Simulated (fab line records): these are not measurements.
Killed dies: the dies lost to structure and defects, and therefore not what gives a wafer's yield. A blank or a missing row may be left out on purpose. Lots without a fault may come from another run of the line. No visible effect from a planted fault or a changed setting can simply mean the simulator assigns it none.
Comparing a struck lot with a sound one | flow nand_harc | 39 steps out of a route of 1159
Sound: the wafers L204.3, L204.5, L204.6. Struck: wafer L195.3. (L195.2, L195.4 of the same lot were not struck and are left out.) The cause comes at the end.
Per side, at each step with rows, come the tool, then ch with its chambers, and then its first start. Under that, the readings that differ: sound wafers | struck wafers | difference of the means | sigmas: that difference in standard deviations of wafers without a fault.
alike: words and numbers the same on both sides, and readings whose means are apart by under 2 such deviations; not compared: readings that were withheld, readings missing a value for some wafer, numbers with overlapping values and no deviation given by the record, and bounds like >300 which may hide the same value.
A row with sigmas, a row that says differs or no value, or rows on one side alone: a step with any of these is where the two part. When numbers do not overlap yet have no deviation, they are printed without sigmas and do not part them. A reading that every wafer of one side lacks parts them only if that side has two wafers or more.

first, 9 steps without rows for these wafers: NHARC_A_CONTACT_COAT_63 (resist thk 90 nm); NHARC_A_CONTACT_SOFTBAKE_64 (time 55 s); NHARC_A_CONTACT_EBR_65; NHARC_A_CONTACT_EXPOSE_66 (exposes mask A CC 2); NHARC_A_CONTACT_PEB_67 (peb time 65 s); NHARC_A_CONTACT_DEVELOP_68 (develop time 35 s); NHARC_A_CONTACT_DESCUM_74 (chemistry O2, time 3 s); NHARC_A_CONTACT_ETCH_75 (etches the open film in CF4, target depth 39 nm, time 65 s); NHARC_A_CONTACT_ETCH_76 (etches the open film in N2/H2, target depth 260 nm, time 475.3 s).
NHARC_A_CONTACT_ETCH_77: etches the open film in CF4/CHF3, target depth 72.6 nm, time 36.3 s.
  sound on rie_diel-11 ch 0,3, day 20 19:13; struck on rie_diel-02 ch 0, day 19 02:01
  reading                         | sound          | struck | difference | sigmas
  showerhead_plenum_p_Torr (Torr) | 1.50 1.53 1.50 | 1.61   | +0.10      | +2
  alike: drypump_motor_current_A, oes_product_au, rf_vpp_V, throttle_valve_pct
  not compared: rf_hours_counter_h
then, 28 steps without rows for these wafers: NHARC_A_CONTACT_ETCH_78 (etches the open film in O2/COS, target depth 2800 nm, time 728 s); NHARC_A_CONTACT_ETCH_124 (etches the open film in C4F8/O2/Ar, time 140 s, target depth 700 nm); NHARC_A_CONTACT_ETCH_125 (etches the open film in C4F8/O2/Ar, time 155 s, target depth 956 nm); NHARC_A_CONTACT_ETCH_126 (etches the open film in C4F8/O2/Ar, time 155 s, target depth 956 nm); NHARC_A_CONTACT_ETCH_127 (etches the open film in C4F8/O2/Ar, time 155 s, target depth 956 nm); NHARC_A_CONTACT_ETCH_128 (etches the open film in C4F8/O2/Ar, time 155 s, target depth 956 nm); NHARC_A_CONTACT_ETCH_129 (etches the open film in C4F8/O2/Ar, time 155 s, target depth 956 nm); NHARC_A_CONTACT_ETCH_130 (etches the open film in C4F8/O2/Ar, time 155 s, target depth 956 nm); NHARC_A_CONTACT_ETCH_131 (etches the open film in C4F8/O2/Ar, time 155 s, target depth 956 nm); NHARC_A_CONTACT_ETCH_132 (etches the open film in C4F8/O2/Ar, time 156 s, target depth 958 nm); NHARC_A_CONTACT_ETCH_133 (etches the open film in C4F8/O2/Ar, time 195 s, target depth 840 nm); NHARC_A_CONTACT_ETCH_91 (etches the open film in CH3F/O2, target depth 40 nm, time 85.7 s); NHARC_A_CONTACT_ETCH_97 (etches the open film in C4F6/O2, target depth 20 nm, time 10 s); NHARC_A_CONTACT_STRIP_103 (strips in N2/H2); NHARC_A_CONTACT_STRIP_104 (strips in CF4/CHF3); NHARC_A_CONTACT_STRIP_105 (strips in O2/COS); NHARC_A_CONTACT_ETCH_106 (etches the open film in CF4/O2, target depth 60 nm, overetch 6 nm, time 33 s); NHARC_A_CONTACT_STRIP_82 (strips in O2); NHARC_A_CONTACT_STRIP_83 (strips in post etch residue remover, time 600 s); NHARC_A_CONTACT_DEP_84 (deposits aC, target thk 2000 nm); NHARC_A_CONTACT_DEP_85 (deposits SiON, target thk 50 nm); NHARC_A_CONTACT_DEHYDRATE_00 (time 120 s); NHARC_A_CONTACT_HMDS_01 (time 30 s); NHARC_A_CONTACT_COAT_86 (time 75 s); NHARC_A_CONTACT_COAT_87 (time 65 s); NHARC_A_CONTACT_COAT_02 (resist thk 90 nm); NHARC_A_CONTACT_SOFTBAKE_03 (time 55 s); NHARC_A_CONTACT_EBR_04.
-- jump in the record: it breaks off in module A_CONTACT and resumes in module END (first step shown: number 1159 of the route), and 2 days separate the struck wafers' starts before and after --
NHARC_END_SORT_01:
  here the record holds rows for the struck wafers (prober-01 ch 0, day 21 12:53) but none for the sound ones

== WHERE THEY PART ==
Last at NHARC_END_SORT_01 as far as this record goes, first at NHARC_A_CONTACT_ETCH_77.

WHY: the cause the simulator had injected
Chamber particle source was rie_diel-02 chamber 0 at NHARC_A_CONTACT_ETCH_77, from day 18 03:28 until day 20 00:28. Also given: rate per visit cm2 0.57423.
